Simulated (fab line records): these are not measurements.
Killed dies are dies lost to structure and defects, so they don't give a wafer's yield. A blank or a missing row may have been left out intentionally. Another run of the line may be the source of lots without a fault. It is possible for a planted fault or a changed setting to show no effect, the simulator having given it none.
A lot that was struck, set against a sound lot -- flow nand harc -- 14 steps out of a route of 1302
Sound: these wafers, L271.2, L271.3, L271.5. Wafers struck: L262.1, L262.2, L262.6. The cause comes at the end.
For every step that has rows: the tool of each side, followed by ch and its chambers, followed by its first start. Under that, the readings that differ: sound wafers -- struck wafers -- difference of the means -- sigmas: that difference in standard deviations of wafers without a fault.
alike: readings with means less than 2 such deviations apart, plus words and numbers identical on both sides. not compared: withheld readings, readings lacking a value on some wafer, bounds such as >300 that could conceal the same value, and numbers that have no deviation in the record and whose values overlap.
Wherever a step has rows on one side only, a row that says differs or no value, or a row with sigmas, the two part there. Numbers that have no deviation but don't overlap get no sigmas and don't part them. A reading that every wafer of one side lacks parts them only if that side has two wafers or more.

first, 3 steps without rows for these wafers: NHARC_A_CHANNEL_HOLE_D1_EXPOSE_07 (exposes mask HOLE D1, target cd 100 nm); NHARC_A_CHANNEL_HOLE_D1_PEB_08 (peb time 65 s); NHARC_A_CHANNEL_HOLE_D1_DEVELOP_09 (develop time 35 s).
NHARC_A_CHANNEL_HOLE_D1_CD_MEAS_10 targets a cd of 100 nm.
  sound on cd sem-02 ch 0, day 16 18:28; struck on cd sem-02 ch 0, day 13 02:23
  alike: cd nm
NHARC_A_CHANNEL_HOLE_D1_OVL_MEAS_11:
  struck on overlay-01, day 13 02:29; sound on overlay-01, day 16 18:34
  alike: overlay x nm, overlay y nm
NHARC_A_CHANNEL_HOLE_D1_INSPECT_12:
  struck on defect inspect-02, day 13 02:31; sound on defect inspect-02, day 16 18:35
  alike: raw defect count
NHARC_A_CHANNEL_HOLE_D1_DESCUM_15: chemistry O2, time 3 s.
  sound on rie diel-06 ch 1,2, day 16 18:39; struck on rie diel-06 ch 1,2,3, day 13 02:35
  alike: drypump motor current A, oes product au, rf vpp V, showerhead plenum p Torr, throttle valve pct
  not compared: rf hours counter h
NHARC_A_CHANNEL_HOLE_D1_ETCH_38: etches the open film in CF4, target depth 39 nm, time 65 s.
  sound on rie diel-06 ch 0,3, day 16 18:44; struck on rie diel-06 ch 0,2,3, day 13 02:40
  alike: bias w, cf4 flow sccm, drypump motor current A, oes product au, rf vpp V, showerhead plenum p Torr, throttle valve pct
  not compared: rf hours counter h
NHARC_A_CHANNEL_HOLE_D1_ETCH_39: etches the open film in N2/H2, target depth 260 nm, time 325 s.
  sound: rie diel-06 ch 0,1,3; struck: rie diel-06 ch 1,2,3
  alike: bias w, chamber pressure mTorr, drypump motor current A, oes product au, rf vpp V, showerhead plenum p Torr, throttle valve pct
  not compared: rf hours counter h
NHARC_A_CHANNEL_HOLE_D1_ETCH_34: etches the open film in CF4/CHF3, target depth 154 nm, time 77 s.
  sound: rie diel-06 ch 0,1,3; struck: rie diel-06 ch 0,1
  alike: bias w, cf4 flow sccm, drypump motor current A, oes product au, rf vpp V, showerhead plenum p Torr, throttle valve pct
  not compared: rf hours counter h
NHARC_A_CHANNEL_HOLE_D1_ETCH_16: etches the open film in O2/COS, target depth 3100 nm, time 806 s.
  sound: rie diel-06 ch 0,1,2; struck: rie diel-06 ch 1,2
  alike: bias w, chamber pressure mTorr, drypump motor current A, oes product au, rf vpp V, showerhead plenum p Torr, throttle valve pct
  not compared: rf hours counter h
NHARC_A_CHANNEL_HOLE_D1_CD_MEAS_18:
  struck on cd sem-01, day 13 03:41; sound on cd sem-01, day 16 19:46
  alike: cd nm
NHARC_A_CHANNEL_HOLE_D1_ETCH_19: etches the open film in C4F8/O2/Ar, time 34.5 s.
  sound on har etch-01 ch 0, day 16 21:59; struck on har etch-01 ch 0,1, day 13 03:46
  no value came back on the struck wafers for any of 6 readings (bias v (V), c4f8 flow sccm (sccm) and others); on the sound wafers bias v (V) reads 1193 1205 1188
  not compared: rf hours counter h
then, 1 step without rows for these wafers: NHARC_A_CHANNEL_HOLE_D1_ETCH_20 (etches the open film in C4F8/O2/Ar, time 361.9 s, target depth 1600 nm).

## WHERE THEY PART
Only at NHARC_A_CHANNEL_HOLE_D1_ETCH_19, within this record.

WHY: what the simulator had put in
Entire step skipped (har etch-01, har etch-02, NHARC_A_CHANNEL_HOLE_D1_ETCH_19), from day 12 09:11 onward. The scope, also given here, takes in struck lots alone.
